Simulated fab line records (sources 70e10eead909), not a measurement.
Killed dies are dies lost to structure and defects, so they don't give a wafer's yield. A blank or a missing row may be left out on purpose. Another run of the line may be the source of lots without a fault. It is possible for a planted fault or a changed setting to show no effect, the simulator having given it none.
Matching of chambers	flow nand_harc	NHARC_P_GATE_DESCUM_93 on rie_diel-12: 4 sister chambers
The step chemistry O2, time 3 s. 4 wafers are shown with their chamber, then 8 later ones without.

## EACH WAFER AND ITS CHAMBER
wafer	chamber	drypump_motor_current_A (A)
L081.1	3	5.3
L082.3	0	5.3
L088.6	2	5.6
L089.1	1	5.7

## WAFERS WITHOUT THEIR CHAMBER
wafer	drypump_motor_current_A (A)
L089.2	5.3
L089.4	5.5
L091.2	5.7
L091.3	5.2
L091.4	5.3
L097.3	5.6
L097.4	5.2
L097.5	5.5

## WHICH CHAMBER EACH WENT THROUGH
wafer	from the rows above	in truth
L089.2	can't be placed: 0 or 3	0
L089.4	can't be placed: 2 or 0 or 1 or 3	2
L091.2	can't be placed: 1 or 2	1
L091.3	can't be placed: 0 or 3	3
L091.4	can't be placed: 0 or 3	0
L097.3	can't be placed: 2 or 1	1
L097.4	can't be placed: 0 or 3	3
L097.5	can't be placed: 2 or 0 or 1 or 3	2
Placed correctly: 0 of 8. These rows do not allow placing 8 (true chamber among the candidates in 8). Number placed wrongly: 0.
How it was worked out, from the rows above alone: a wafer's distance from a chamber is the root of the sum, over the readings, of the square of ((its reading less the chamber's mean) divided by the reading's scatter). If the next closest chamber is less than 2 further off than the closest, the wafer can't be placed; otherwise it belongs to the closest. A chamber's mean is the mean of its shown wafers. The scatter: with one shown wafer a chamber, the root of the mean of the squares of how far each hidden wafer lies from its nearest shown one.
